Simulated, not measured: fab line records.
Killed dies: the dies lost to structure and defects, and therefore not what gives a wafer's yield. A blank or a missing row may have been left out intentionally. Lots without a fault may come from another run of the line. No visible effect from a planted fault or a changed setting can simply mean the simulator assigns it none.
Matching of chambers | flow nand_harc | ald_hk-03 running NHARC_A_CHANNEL_FILL_D1_ALD_02: 4 sister chambers
The step deposits SiO2, target thk 6 nm, pulse time 10 s, ald cycles 60. 4 wafers are shown with their chamber, then 10 later ones without.

## WAFERS WITH THEIR CHAMBER
wafer  | chamber | heater_power_w (W)
L082.2 | 0       | 463
L084.5 | 3       | 496
L085.3 | 2       | 494
L085.4 | 1       | 451

## WAFERS WHOSE CHAMBER IS MISSING
wafer  | heater_power_w (W)
L085.5 | 458
L091.1 | 472
L091.3 | 444
L091.4 | 508
L092.1 | 497
L092.5 | 445
L092.6 | 496
L093.1 | 493
L093.2 | 448
L093.3 | 489

## WHICH CHAMBER EACH WENT THROUGH
wafer  | from the rows above     | in truth
L085.5 | can't be placed: 0 or 1 | 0
L091.1 | can't be placed: 0 or 1 | 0
L091.3 | can't be placed: 1 or 0 | 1
L091.4 | can't be placed: 3 or 2 | 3
L092.1 | can't be placed: 3 or 2 | 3
L092.5 | can't be placed: 1 or 0 | 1
L092.6 | can't be placed: 3 or 2 | 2
L093.1 | can't be placed: 2 or 3 | 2
L093.2 | can't be placed: 1 or 0 | 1
L093.3 | can't be placed: 2 or 3 | 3
Correct placement for 0 of the 10. Cannot be placed on the basis of these rows: 10; the candidates contain the true chamber in 10. 0 placed wrongly.
How it was worked out, from the rows above alone: a wafer's distance from a chamber is the root of the sum, over the readings, of the square of ((its reading less the chamber's mean) divided by the reading's scatter). The wafer belongs to the nearest chamber; if the next one is less than 2 further off, it can't be placed. The mean given for a chamber averages the wafers shown for that chamber. The scatter: root of mean squared gap, hidden wafer to nearest shown wafer, with one shown wafer a chamber.
